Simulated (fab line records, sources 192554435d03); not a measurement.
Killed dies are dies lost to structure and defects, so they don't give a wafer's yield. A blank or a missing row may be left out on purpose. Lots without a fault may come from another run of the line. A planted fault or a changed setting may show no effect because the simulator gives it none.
Split-lot experiment | flow n5_finfet | 7 lots, 21 wafers read, on a route of 1938 steps

THE SPLIT
At N5_SPACER0_ALD_00 (deposits SiOCN, target thk 3.5 nm, pulse time 3 s, purge time 2 s), the setting ald_cycles was moved away from the recipe's 58 on 10 of the 21 wafers read, by -13.8% to +13.8%. The other wafers ran this setting at the recipe's value.

The reading is taken at the split's own step.

THE READING
SiOCN_of_SPACER0_ALD_00.thk_nm (the simulator's own value, which no gauge read), in nm, at N5_SPACER0_ALD_00 (deposits SiOCN, target thk 3.5 nm, pulse time 3 s, purge time 2 s). The file gives no usual value for it. The 11 wafers here that ran the recipe average 3.5 nm, standard deviation 0.1 nm.

wafer  | tool, chamber at the split | ald_cycles as run | against the recipe | SiOCN_of_SPACER0_ALD_00.thk_nm, nm | against lot-mates on the recipe
L074.3 | ald_sin-02, 1              | 58                | recipe             | 3.6                                | -
L074.4 | ald_sin-02, 0,3            | 55                | -5.2%              | 3.4                                | -0.2
L074.6 | ald_sin-02, 0,3            | 55                | -5.2%              | 3.4                                | -0.2
L077.1 | ald_sin-02, 0,2            | 52                | -10.3%             | 3.2                                | -0.2
L077.5 | ald_sin-02, 0,2            | 52                | -10.3%             | 3.2                                | -0.2
L077.2 | ald_sin-02, 2              | 58                | recipe             | 3.4                                | -
L078.3 | ald_sin-01, 2,3            | 58                | recipe             | 3.6                                | -
L078.6 | ald_sin-01, 2,3            | 58                | recipe             | 3.6                                | -
L078.5 | ald_sin-01, 2              | 50                | -13.8%             | 3                                  | -0.6
L081.1 | ald_sin-01, 2,3            | 58                | recipe             | 3.6                                | -
L081.2 | ald_sin-01, 2,3            | 58                | recipe             | 3.6                                | -
L081.4 | ald_sin-01, 1              | 58                | recipe             | 3.4                                | -
L082.4 | ald_sin-01, 2              | 61                | +5.2%              | 3.6                                | +0.1
L082.5 | ald_sin-01, 2              | 58                | recipe             | 3.4                                | -
L082.6 | ald_sin-01, 3              | 58                | recipe             | 3.6                                | -
L084.2 | ald_sin-01, 1              | 58                | recipe             | 3.4                                | -
L084.5 | ald_sin-01, 2,1            | 66                | +13.8%             | 4                                  | +0.6
L084.6 | ald_sin-01, 2,1            | 66                | +13.8%             | 4                                  | +0.6
L095.1 | ald_sin-02, 3,1            | 64                | +10.3%             | 3.8                                | +0.4
L095.2 | ald_sin-02, 3,1            | 64                | +10.3%             | 3.8                                | +0.4
L095.3 | ald_sin-02, 2              | 58                | recipe             | 3.4                                | -
Where a row lists several chambers, the file gives one row for several wafers and doesn't say which wafer went through which chamber.

THE FIT
A straight line over all 21 wafers: SiOCN_of_SPACER0_ALD_00.thk_nm changes by +0.032 nm for each +1% of ald_cycles; r = +0.94; the points scatter about the line by 0.084 nm.
The same after taking each lot's own level away (the mean of its wafers on the recipe; 21 wafers): +0.0368 nm for each +1%; r = +0.96; scatter 0.086 nm.
On that fit, the largest move of ald_cycles shifts the reading by 0.51 nm.
The lots' own levels span 3.40 to 3.60 nm, that is 2.0 times the standard deviation above.
So the lot-to-lot level changes the slope: the two fits differ.
Check: with one of the wafers moved furthest among these (-13.8%) left out of the fit, the line predicts -0.455 nm for it against its lot-mates. It came out at -0.6 nm against them.

OTHER SPLITS ON THESE WAFERS
These wafers also went through other splits before the reading. Each is held against what the fit with the lots' levels taken away leaves over:
other split on the same wafers                    | wafers away from the commonest value | r with SiOCN_of_SPACER0_ALD_00.thk_nm (lot level and that fit taken away)
N5_PMOS_HMC_CHANNEL_EPI_HM_DEP_34 time_s          | 6                                    | -0.16
N5_PMOS_HMC_CHANNEL_EPI_PEB_07 peb_time_s         | 7                                    | -0.13
N5_PMOS_HMC_CHANNEL_EPI_DEVELOP_08 develop_time_s | 6                                    | +0.01
N5_FIN_CUT_ETCH_21 bias_w                         | 5                                    | -0.15
N5_DUMMY_GATE_COAT_34 spin_rpm                    | 10                                   | +0.06
N5_DUMMY_GATE_EXPOSE_12 dose_mj                   | 5                                    | -0.15

THE FILE'S OWN FIT
SiOCN_of_SPACER0_ALD_00.thk_nm changes by +0.0375 nm for each +1% of ald_cycles, r = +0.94.
